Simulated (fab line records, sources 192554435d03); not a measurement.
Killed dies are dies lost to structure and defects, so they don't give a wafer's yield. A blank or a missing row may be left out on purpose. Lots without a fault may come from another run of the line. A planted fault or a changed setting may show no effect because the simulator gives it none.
A struck lot beside a sound one | flow n5_finfet | 38 steps out of a route of 1938
Sound: wafers L585.1, L585.2, L585.5. Struck: wafers L588.1, L588.5, L588.6. The cause comes at the end.
At each step with rows: each side's tool, then ch and its chambers, then its first start. Under that, the readings that differ: sound wafers | struck wafers | difference of the means | sigmas: that difference in standard deviations of wafers without a fault.
alike: readings whose means differ by less than 2 such deviations, and words and numbers that are the same on both sides. not compared: withheld readings, readings that some wafer has no value for, bounds like >300 that may hide the same value, and numbers for which the record gives no deviation and whose values overlap.
The two part at a step that has a row with sigmas, a row that says differs or no value, or rows on one side only. Numbers that don't overlap but have no deviation are shown without sigmas and don't part them. A reading that every wafer of one side lacks parts them only if that side has two wafers or more.

first, 9 steps without rows for these wafers: N5_BEOL_M4_ANNEAL_95 (time 240 s); N5_BEOL_M4_SPUTTER_96 (material Cu, target thk 4.5 nm, time 8.29 s); N5_BEOL_M4_ECD_50 (material Cu, target thk 300 nm); N5_BEOL_M4_ANNEAL_51 (time 90 s); N5_BEOL_M4_CMP_52 (polishes, stops on SiOC, t overpolish 6.8 s, target thk 40 nm); N5_BEOL_M4_PRE_CLEAN_60 (time 15 s); N5_BEOL_M4_CO_CAP_55 (material Co, precursor CCTBA/H2, target thk 2 nm, time 102.1 s); N5_BEOL_M4_PRE_CLEAN_56 (time 15 s); N5_BEOL_M4_DEP_57 (deposits SiCN from 3MS/NH3, target thk 8 nm, time 14 s).
N5_BEOL_M4_RC_MEAS_101:
  sound on prober-01 ch 0, day 12 08:56; struck on prober-02 ch 0, day 12 22:34
  alike: DIBL_N, DIBL_P, IOFF_N, IOFF_P, ION_N, ION_P, SS_N, SS_P, VT_N, VT_P
then, 24 steps without rows for these wafers: N5_BEOL_M5_ILD_DEP_00 (deposits SiCOH lowk from DEMS/porogen, target thk 140.64 nm, time 25.9 s); N5_BEOL_M5_CURE_79 (cures SiCOH lowk, time 240 s); N5_BEOL_M5_PECVD_70 (deposits SiO2 from TEOS/O2, target thk 16 nm, time 18 s); N5_BEOL_M5_HM_DEP_02 (deposits TiN, target thk 20 nm); N5_BEOL_M5_COAT_59 (time 60 s, resist thk 60 nm); N5_BEOL_M5_COAT_60 (time 60 s, resist thk 12 nm); N5_BEOL_M5_COAT_71 (time 60 s, resist thk 5 nm); N5_BEOL_M5_COAT_05 (resist thk 30 nm); N5_BEOL_M5_EBR_07; N5_BEOL_M5_SOFTBAKE_06 (time 60 s); N5_BEOL_M5_EXPOSE_08 (exposes mask M5, target cd 28 nm); N5_BEOL_M5_PEB_09 (peb time 60 s); N5_BEOL_M5_DEVELOP_10 (develop time 30 s); N5_BEOL_M5_DESCUM_16 (chemistry O2, time 7 s); N5_BEOL_M5_ETCH_72 (etches underlayer in N2/H2, target depth 6.5 nm, time 5.2 s); N5_BEOL_M5_ETCH_61 (etches SiARC in CF4, target depth 15.6 nm, time 26 s); N5_BEOL_M5_ETCH_62 (etches SOC in N2/H2, target depth 75 nm, overetch 15 nm, time 112.5 s); N5_BEOL_M5_STRIP_63 (strips in N2/H2); N5_BEOL_M5_STRIP_73 (strips in N2/H2); N5_BEOL_M5_STRIP_64 (strips in CF4); N5_BEOL_M5_HM_OPEN_17 (chemistry Cl2/BCl3, target TiN, target depth 20 nm, overetch 6 nm); N5_BEOL_M5_STRIP_19 (strips in O2); N5_BEOL_M5_COAT_65 (time 60 s, resist thk 60 nm); N5_BEOL_M5_COAT_66 (time 60 s, resist thk 12 nm).
-- the record jumps here: 4 days lie between the struck wafers' starts before and after (it left off in module BEOL_M5 and takes up again in module BEOL_M14, whose first step shown is number 1750 of the route) --
N5_BEOL_M14_ETCH_67: etches SiARC in CF4, target depth 143 nm, time 238.3 s.
  sound on rie_diel-03 ch 0,2, day 15 16:19; struck on rie_diel-03 ch 2,3, day 16 13:02
  no value came back on the struck wafers for any of 8 readings (bias_w (W), cf4_flow_sccm (sccm) and others); on the sound wafers bias_w (W) reads 36.01 35.89 35.96
  reading                                    | sound             | struck          | difference | sigmas
  model.coat_of_BEOL_M14_COAT_22.thk_nm (nm) | 212.8 211.8 212.2 | 282.4 282 282.4 | +70.0      |
  model.BEOL_M14.cd_nm (nm)                  | 278.8 279.8 278.8 | 284 283.2 284.6 | +5         |
  not compared: rf_hours_counter_h
N5_BEOL_M14_OCD_MEAS_35:
  sound on ocd-01, day 15 16:53; struck on ocd-01, day 16 13:36
  reading              | sound       | struck | difference                    | sigmas
  trench_depth_nm (nm) | 549 552 552 | - - -  | no value on the struck wafers |
N5_BEOL_M14_ETCH_38: etches SiCN in CF4/N2, target depth 106.5 nm, time 120.6 s.
  sound on rie_diel-01 ch 0,1,2; struck on rie_diel-04 ch 0,3
  reading                   | sound             | struck            | difference | sigmas
  model.BEOL_M14.cd_nm (nm) | 279.2 279.2 278.6 | 284.6 284.2 283.2 | +5.0       |
  alike: bias_w, cf4_flow_sccm, drypump_motor_current_A, oes_product_au, rf_vpp_V, showerhead_plenum_p_Torr, throttle_valve_pct
  not compared: rf_hours_counter_h
N5_PASSIVATION_PROBE_49:
  the record has rows for the struck wafers here (prober-02, day 17 17:48) and none for the sound ones

WHERE THEY PART
First at N5_BEOL_M14_ETCH_67; last, within this record, at N5_PASSIVATION_PROBE_49.

WHY: what the simulator had put in
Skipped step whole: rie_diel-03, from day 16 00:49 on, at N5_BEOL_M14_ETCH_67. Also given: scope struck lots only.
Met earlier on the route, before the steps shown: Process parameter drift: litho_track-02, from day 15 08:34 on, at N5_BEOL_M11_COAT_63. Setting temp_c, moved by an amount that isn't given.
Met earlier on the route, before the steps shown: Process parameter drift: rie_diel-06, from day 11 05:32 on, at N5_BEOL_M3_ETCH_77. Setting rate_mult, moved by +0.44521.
